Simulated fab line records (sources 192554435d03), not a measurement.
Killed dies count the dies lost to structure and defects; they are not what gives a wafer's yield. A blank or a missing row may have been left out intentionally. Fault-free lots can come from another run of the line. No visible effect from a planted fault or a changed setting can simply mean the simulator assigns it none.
Which tool did it? | flow n5Finfet | Sampling: 9 lots, 27 wafers, 5 of 1938 route steps

== WHAT THE GAUGES SHOWED, per wafer ==
N5_BEOL_M4_RC_MEAS_101.
lot  | measured     | on        | DIBL_N (mV/V)
L831 | day 7 14:53  | prober-01 | 34.6 39.5 40.4
L832 | day 7 22:00  | prober-02 | 33.5 36.9 35.6
L837 | day 8 18:54  | prober-02 | 30.5 38.6 37.9
L838 | day 9 15:49  | prober-02 | 39.7 41.1 41.0
L844 | day 11 02:58 | prober-02 | 33.8 36.5 32.0
L845 | day 11 14:58 | prober-01 | 37.3 34.7 36.9
L849 | day 12 16:10 | prober-02 | 34.0 36.2 34.6
L853 | day 13 15:09 | prober-02 | 34.2 34.4 36.8
L854 | day 13 16:32 | prober-01 | 37.5 37.0 37.4

== TOOL THAT RAN EACH LOT (tool first, then ch and the chambers of the sampled wafers, then the start) ==
lot  | N5_BEOL_M0_SAQP_RECESS_104        | N5_BEOL_M0_SAQP_RECESS_109        | N5_BEOL_M0_SAQP_SPACER2_ALD_26   | N5_BEOL_M0_SAQP_COAT_87
L831 | vaporEtch-01 ch 0,1, day 5 16:28  | vaporEtch-02 ch 0,1, day 5 16:59  | aldSin-03 ch 0,3, day 5 17:06    | lithoTrack-03 ch 0, day 5 17:53
L832 | vaporEtch-01 ch 1, day 5 21:18    | vaporEtch-02 ch 0,1, day 5 21:54  | aldSin-03 ch 0,2,3, day 5 22:03  | lithoTrack-01 ch 0, day 5 23:03
L837 | vaporEtch-02 ch 0,1, day 6 22:09  | vaporEtch-01 ch 0,1, day 6 22:52  | aldSin-01 ch 2,3, day 6 23:01    | lithoTrack-01 ch 0, day 6 23:50
L838 | vaporEtch-01 ch 0,1, day 7 09:55  | vaporEtch-02 ch 1, day 7 10:42    | aldSin-02 ch 0,2,3, day 7 10:50  | lithoTrack-01 ch 0, day 7 11:43
L844 | vaporEtch-01 ch 0,1, day 8 22:47  | vaporEtch-01 ch 0,1, day 8 23:23  | aldSin-01 ch 2,3, day 8 23:32    | lithoTrack-03 ch 0, day 9 00:20
L845 | vaporEtch-02 ch 1, day 9 02:52    | vaporEtch-01 ch 0,1, day 9 03:28  | aldSin-02 ch 0,1,3, day 9 03:37  | lithoTrack-05 ch 0, day 9 04:24
L849 | vaporEtch-01 ch 0,1, day 10 05:54 | vaporEtch-02 ch 1, day 10 06:49   | aldSin-02 ch 0,1, day 10 07:06   | lithoTrack-01 ch 0, day 10 11:03
L853 | vaporEtch-01 ch 0,1, day 11 02:41 | vaporEtch-02 ch 0,1, day 11 03:13 | aldSin-03 ch 0,2,3, day 11 03:19 | lithoTrack-05 ch 0, day 11 04:07
L854 | vaporEtch-01 ch 0,1, day 11 07:41 | vaporEtch-02 ch 0,1, day 11 08:17 | aldSin-03 ch 2,3, day 11 08:26   | lithoTrack-03 ch 0, day 11 09:17
- N5_BEOL_M0_SAQP_RECESS_104: chemistry HF/NH3, target SiO2, target depth 18 nm, afs cycles 3, sublimation time 60 s.
- N5_BEOL_M0_SAQP_RECESS_109: chemistry HF/NH3, target SiO2, target depth 3 nm, afs cycles 1, sublimation time 60 s.
- N5_BEOL_M0_SAQP_SPACER2_ALD_26: deposits SiO2, target thk 15 nm, pulse time 1 s, purge time 2 s.
- N5_BEOL_M0_SAQP_COAT_87: time 60 s, resist thk 5 nm.

== THE ANSWER, worked out from the rows above alone ==
Rule: the usual values come from the lots themselves. The widest of any qualifying gaps counts: lots, ordered by their means at a reading, are off when they make up no more than a third of the lots, leave a main group of 4 or more, and stand apart from it by 3 or more times the standard deviation of that group's means. A main group is skipped when, at the precision printed for the reading in the tables above, its means are all equal. A lot without any number at a reading at which 4 lots or more have one is off too. Where the step has rows for the other lots, those lots are counted as sound.
Nothing can be told from this: no lot is off at any reading shown.

== WHAT HAD BEEN PUT IN BY THE SIMULATOR ==
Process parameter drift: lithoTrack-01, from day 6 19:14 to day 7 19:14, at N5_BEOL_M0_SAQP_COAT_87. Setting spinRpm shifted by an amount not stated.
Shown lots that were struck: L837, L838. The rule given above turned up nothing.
